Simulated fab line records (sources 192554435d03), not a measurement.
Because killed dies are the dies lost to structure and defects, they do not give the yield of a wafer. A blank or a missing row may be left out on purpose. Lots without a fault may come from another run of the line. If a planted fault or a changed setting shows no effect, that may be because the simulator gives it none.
Which tool is to blame? + flow n5 finfet + at 1 step of a route of 1938, 12 lots with 36 wafers sampled

## WHAT THE GAUGES READ, wafer by wafer
N5_BEOL_M5_OVL_MEAS_29.
| lot  | measured     | on         | V4_OVL (nm)    |
|------|--------------|------------|----------------|
| L075 | day 9 09:20  | overlay-01 | 0.6 0.1 -0.2   |
| L077 | day 9 19:01  | overlay-02 | 0.4 -1.4 -0.9  |
| L078 | day 10 02:24 | overlay-02 | 0.0 -0.9 -0.2  |
| L081 | day 10 07:24 | overlay-02 | 0.0 -0.4 0.0   |
| L082 | day 11 06:38 | overlay-02 | -0.3 -1.6 0.2  |
| L086 | day 11 23:38 | overlay-02 | -0.7 -0.4 -0.8 |
| L087 | day 12 05:20 | overlay-02 | 0.8 -1.1 -0.1  |
| L090 | day 13 04:09 | overlay-02 | -0.5 -0.3 -0.2 |
| L089 | day 13 07:40 | overlay-02 | -0.2 -0.9 0.0  |
| L092 | day 13 15:39 | overlay-02 | 0.6 0.5 0.1    |
| L094 | day 14 09:53 | overlay-02 | -0.5 -1.1 -1.6 |
| L097 | day 15 10:36 | overlay-02 | -1.5 -0.4 -2.6 |

## TOOL THAT RAN EACH LOT (tool first, then ch and the chambers of the sampled wafers, then the start)
Before these readings, the record contains no process step.

## THE ANSWER, worked out from the rows above alone
Rule: what is usual is taken from the lots themselves. Put in order of their means at a reading, lots are off if they are a third of the lots or fewer, leave a main group of 4 or more, and stand apart from it by a gap of 3 or more times the standard deviation of the main group's means; of several such gaps the widest counts. A main group whose means are all the same, to the digits that the tables above print for the reading, isn't used. Also off: a lot with no number at a reading for which 4 or more lots have one. All remaining lots with rows at the step are treated as sound.
Nothing can be told from this: no lot is off at any reading shown.

## WHAT HAD BEEN PUT IN BY THE SIMULATOR
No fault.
